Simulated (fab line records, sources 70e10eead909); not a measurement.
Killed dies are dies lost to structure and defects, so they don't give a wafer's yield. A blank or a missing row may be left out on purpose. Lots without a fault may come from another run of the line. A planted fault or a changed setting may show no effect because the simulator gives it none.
Which tool did it? | flow nand_harc | 6 lots, 18 wafers sampled, at 4 steps of a route of 1159

WHAT THE GAUGES READ, wafer by wafer
NHARC_P_STI_INSPECT_25.
lot  | measured    | on                | raw_defect_count
L987 | day 3 23:14 | defect_inspect-01 | 223 327 150
L990 | day 4 20:40 | defect_inspect-01 | 224 144 299
L993 | day 5 04:59 | defect_inspect-01 | 258 256 188
L102 | day 7 16:51 | defect_inspect-01 | 220 355 246
L105 | day 8 10:14 | defect_inspect-02 | 128 413 336
L108 | day 8 23:42 | defect_inspect-02 | 153 303 98

WHICH TOOL RAN EACH LOT (tool, then ch and the chambers of the sampled wafers, then the start)
lot  | NHARC_P_ZERO_WELL_DESCUM_13       | NHARC_P_ZERO_WELL_ETCH_63       | NHARC_P_ZERO_WELL_STRIP_15
L987 | rie_diel-04 ch 0,1,3, day 1 19:25 | rie_si-01 ch 0,2,3, day 1 19:41 | wet_bench-07 ch 0,1,3, day 1 19:49
L990 | rie_diel-07 ch 0,1,2, day 2 13:25 | rie_si-06 ch 0,1,3, day 2 13:41 | wet_bench-07 ch 1,3,6, day 2 13:48
L993 | rie_diel-11 ch 1,2,3, day 3 07:24 | rie_si-04 ch 1,2,3, day 3 07:39 | wet_bench-01 ch 1,4,7, day 3 07:49
L102 | rie_diel-04 ch 0,3, day 5 13:24   | rie_si-06 ch 0,2,3, day 5 13:42 | wet_bench-07 ch 2,3,6, day 5 13:49
L105 | rie_diel-04 ch 1,2, day 6 07:17   | rie_si-06 ch 2,3, day 6 07:34   | wet_bench-07 ch 3,5,6, day 6 07:43
L108 | rie_diel-07 ch 2,3, day 7 01:25   | rie_si-06 ch 1,2,3, day 7 01:43 | wet_bench-01 ch 0,5,7, day 7 01:52
- NHARC_P_ZERO_WELL_DESCUM_13: chemistry O2, time 3 s.
- NHARC_P_ZERO_WELL_ETCH_63: etches the open film in HBr/Cl2, target depth 120 nm, time 40.1 s.
- NHARC_P_ZERO_WELL_STRIP_15: strips in SPM, time 900 s.

THE ANSWER, worked out from the rows above alone
Rule: what is usual is taken from the lots themselves. Put in order of their means at a reading, lots are off if they are a third of the lots or fewer, leave a main group of 4 or more, and stand apart from it by a gap of 3 or more times the standard deviation of the main group's means; of several such gaps the widest counts. A main group whose means are all the same, to the digits that the tables above print for the reading, isn't used. A lot without any number at a reading at which 4 lots or more have one is off too. The other lots that the step has rows for count as sound.
No lot is off at any reading shown: from this, nothing can be told.

WHAT THE SIMULATOR HAD PUT IN
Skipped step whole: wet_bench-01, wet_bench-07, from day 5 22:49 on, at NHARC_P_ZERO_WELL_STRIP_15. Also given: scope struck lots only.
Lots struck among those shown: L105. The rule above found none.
